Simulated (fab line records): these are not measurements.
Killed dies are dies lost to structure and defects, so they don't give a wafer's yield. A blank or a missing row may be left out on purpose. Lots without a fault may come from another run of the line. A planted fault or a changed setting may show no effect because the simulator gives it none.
Struck lot and sound lot, side by side | flow n5-finfet | 16 steps out of a route of 1938
Sound: wafers L674.3, L674.4, L674.5. Struck: wafers L686.2, L686.6. The cause is given at the end.
Each step with rows lists, per side, the tool, then ch with its chambers, then its first start. Under that, the readings that differ: sound wafers | struck wafers | difference of the means | sigmas: that difference in standard deviations of wafers without a fault.
alike: readings with means less than 2 such deviations apart, plus words and numbers identical on both sides. not compared: withheld readings, readings lacking a value on some wafer, bounds such as >300 that could conceal the same value, and numbers that have no deviation in the record and whose values overlap.
Wherever a step has rows on one side only, a row that says differs or no value, or a row with sigmas, the two part there. When numbers do not overlap yet have no deviation, they are printed without sigmas and do not part them. A reading missing from all wafers of one side parts the sides only when that side holds two or more wafers.

N5_BEOL_M0_SAQP_HM_OPEN_112: chemistry CHF3/O2, target SiO2, stops on a-Si, target depth 12 nm, time 13.5 s.
  sound on rie-diel-02 ch 0,2,3, day 8 07:17; struck on rie-diel-02 ch 2, day 11 05:08
  alike: drypump-motor-current-A, oes-product-au, rf-vpp-V, showerhead-plenum-p-Torr, throttle-valve-pct
  not compared: rf-hours-counter-h
then, 2 steps without rows for these wafers: N5_BEOL_M0_SAQP_STRIP_113 (strips in CHF3/O2); N5_BEOL_M0_SAQP_MANDREL_ETCH_20 (etches a-Si in HBr/Cl2, stops on SiNx, target depth 60 nm, bt time 10 s, time 30 s).
N5_BEOL_M0_SAQP_STRIP_86: strips in N2/H2.
  sound on rie-diel-03 ch 1,2,3, day 8 07:35; struck on rie-diel-01 ch 0,2, day 11 05:19
  alike: drypump-motor-current-A, n2-flow-sccm, oes-product-au, rf-vpp-V, showerhead-plenum-p-Torr, temp-c, throttle-valve-pct
  not compared: rf-hours-counter-h
then, 3 steps without rows for these wafers: N5_BEOL_M0_SAQP_STRIP_115 (strips in post etch residue remover, time 60 s); N5_BEOL_M0_SAQP_SRD_93 (time 30 s); N5_BEOL_M0_SAQP_RECESS_114 (chemistry HF/NH3, target SiO2, target depth 14.4 nm, afs cycles 3, sublimation time 60 s).
N5_BEOL_M0_SAQP_SPACER1_ALD_98: deposits SiO2, target thk 12.8 nm, pulse time 1 s, purge time 2 s.
  sound on ald-sin-02 ch 1,2,3, day 8 08:32; struck on ald-sin-01 ch 0,2, day 11 05:50
  alike: chamber-pressure-Torr, heater-power-w, precursor-pulse-height-rel
  not compared: since-wet-clean-h
N5_BEOL_M0_SAQP_SPACER1_ETCHBACK_99: etches SiO2 in CHF3/O2, target depth 15.4 nm, time 7.7 s.
  sound on rie-diel-03 ch 0,1, day 8 09:17; struck on rie-diel-01 ch 1,3, day 11 06:25
  alike: drypump-motor-current-A, oes-product-au, rf-vpp-V, showerhead-plenum-p-Torr, throttle-valve-pct
  not compared: rf-hours-counter-h
then, 1 step without rows for these wafers: N5_BEOL_M0_SAQP_MANDREL1_REMOVE_100 (chemistry HBr/Cl2/O2, target a-Si, stops on SiNx, bt time 10 s).
N5_BEOL_M0_SAQP_CD_MEAS_25 targets a cd of 13.1 nm.
  sound on cd-sem-02 ch 0, day 8 09:29; struck on cd-sem-02 ch 0, day 11 06:37
  alike: cd-nm
N5_BEOL_M0_SAQP_ETCH_101: etches SiNx in CH3F/O2, target depth 29.9 nm, time 42.7 s.
  sound on rie-diel-02 ch 0,1,2, day 8 09:31; struck on rie-diel-01 ch 1,3, day 11 06:40
  alike: drypump-motor-current-A, oes-product-au, rf-vpp-V, showerhead-plenum-p-Torr, throttle-valve-pct
  not compared: rf-hours-counter-h
N5_BEOL_M0_SAQP_ETCH_102: etches SiO2 in CF4, target depth 4 nm, time 4.4 s.
  sound on rie-si-02 ch 0,3, day 8 09:38; struck on rie-si-02 ch 3, day 11 06:46
  reading                  | sound             | struck      | difference | sigmas
  oes-product-au (a.u.)    | 0.995 0.993 0.988 | 0.694 0.699 | -0.296     | -17
  model.etch.depth-nm (nm) | 3.831 4.025 4.016 | 1.954 1.952 | -2.004     |
  alike: drypump-motor-current-A, throttle-valve-pct
  not compared: rf-hours-counter-h
then, 1 step without rows for these wafers: N5_BEOL_M0_SAQP_MANDREL_ETCH_103 (etches a-Si in HBr/Cl2, stops on SiCN, target depth 45 nm, bt time 10 s, time 27 s).
-- the record jumps here: 3 days lie between the struck wafers' starts before and after (it left off in module BEOL_M0_SAQP and takes up again in module BEOL_M4, whose first step shown is number 1111 of the route) --
N5_BEOL_M4_RC_MEAS_101:
  sound on prober-01 ch 0, day 10 12:31; struck on prober-02 ch 0, day 13 19:13
  alike: DIBL_N, DIBL_P, IOFF_N, IOFF_P, ION_N, ION_P, SS_N, SS_P, VT_N, VT_P
N5_PASSIVATION_PROBE_49:
  sound wafers here have rows in the record (prober-01, day 14 15:50); struck ones have none

## WHERE THEY PART
Last at N5_PASSIVATION_PROBE_49 as far as this record goes, first at N5_BEOL_M0_SAQP_ETCH_102.

WHY: what the simulator had put in
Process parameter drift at N5_BEOL_M0_SAQP_ETCH_102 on rie-si-02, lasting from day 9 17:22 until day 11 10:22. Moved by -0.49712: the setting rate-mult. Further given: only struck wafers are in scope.
